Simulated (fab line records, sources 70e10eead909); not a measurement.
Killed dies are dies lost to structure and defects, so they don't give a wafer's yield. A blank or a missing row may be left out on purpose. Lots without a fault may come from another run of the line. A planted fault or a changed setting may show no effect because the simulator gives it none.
Chamber matching | flow nand_harc | NHARC_P_M0_ETCH_34 on rie_diel-06: 4 sister chambers
The step etches the open film in N2/H2, target depth 40 nm, overetch 12 nm, time 43.94 s. 16 wafers are shown with their chamber, then 8 later ones without.

WAFERS WITH THEIR CHAMBER
wafer  | chamber | drypump_motor_current_A (A) | showerhead_plenum_p_Torr (Torr) | rf_vpp_V (V)
L078.1 | 2       | 5.0                         | 2.04                            | 431.0
L078.2 | 1       | 5.5                         | 2.12                            | 432.7
L078.3 | 3       | 6.5                         | 1.92                            | 426.9
L079.2 | 1       | 5.5                         | 2.11                            | 433.3
L079.4 | 0       | 5.6                         | 2.16                            | 433.7
L079.6 | 3       | 6.5                         | 1.92                            | 427.5
L080.1 | 3       | 6.5                         | 1.92                            | 426.0
L080.4 | 2       | 5.0                         | 2.04                            | 432.0
L080.6 | 0       | 5.6                         | 2.15                            | 432.9
L085.1 | 2       | 5.0                         | 2.03                            | 432.1
L085.2 | 1       | 5.4                         | 2.11                            | 432.2
L085.6 | 1       | 5.5                         | 2.11                            | 432.3
L089.2 | 1       | 5.5                         | 2.10                            | 434.0
L089.3 | 2       | 5.0                         | 2.03                            | 430.4
L089.5 | 1       | 5.5                         | 2.10                            | 433.5
L091.2 | 3       | 6.5                         | 1.90                            | 428.5

SIGNATURES (means of the wafers above)
reading                  | chamber 0 | chamber 1 | chamber 2 | chamber 3 | scatter within a chamber
drypump_motor_current_A  | 5.600     | 5.483     | 5.000     | 6.500     | 0.0264
showerhead_plenum_p_Torr | 2.1550    | 2.1083    | 2.0350    | 1.9150    | 0.00782
rf_vpp_V                 | 433.300   | 433.000   | 431.375   | 427.225   | 0.826
Rule: a wafer's distance from a chamber is the root of the sum, over the readings, of the square of ((its reading less the chamber's mean) divided by the reading's scatter). The wafer belongs to the nearest chamber; if the next one is less than 2 further off, it can't be placed. The scatter: the root of (the sum of the squares of (reading less its chamber's mean) over the shown wafers, divided by (wafers less chambers)).

WAFERS WITHOUT THEIR CHAMBER
wafer  | drypump_motor_current_A (A) | showerhead_plenum_p_Torr (Torr) | rf_vpp_V (V)
L091.4 | 5.6                         | 2.14                            | 434.3
L091.5 | 5.6                         | 2.14                            | 433.4
L094.2 | 5.5                         | 2.10                            | 432.7
L094.4 | 6.5                         | 1.90                            | 426.7
L094.5 | 5.0                         | 2.02                            | 429.7
L097.3 | 5.5                         | 2.10                            | 431.4
L097.5 | 6.5                         | 1.90                            | 426.6
L097.6 | 5.0                         | 2.02                            | 429.3

WHICH CHAMBER EACH WENT THROUGH
wafer  | from the rows above | in truth
L091.4 | 0                   | 0
L091.5 | 0                   | 0
L094.2 | 1                   | 1
L094.4 | 3                   | 3
L094.5 | 2                   | 2
L097.3 | 1                   | 1
L097.5 | 3                   | 3
L097.6 | 2                   | 2
Placed correctly: 8 of 8. Can't be placed from these rows: 0. Placed wrongly: 0.
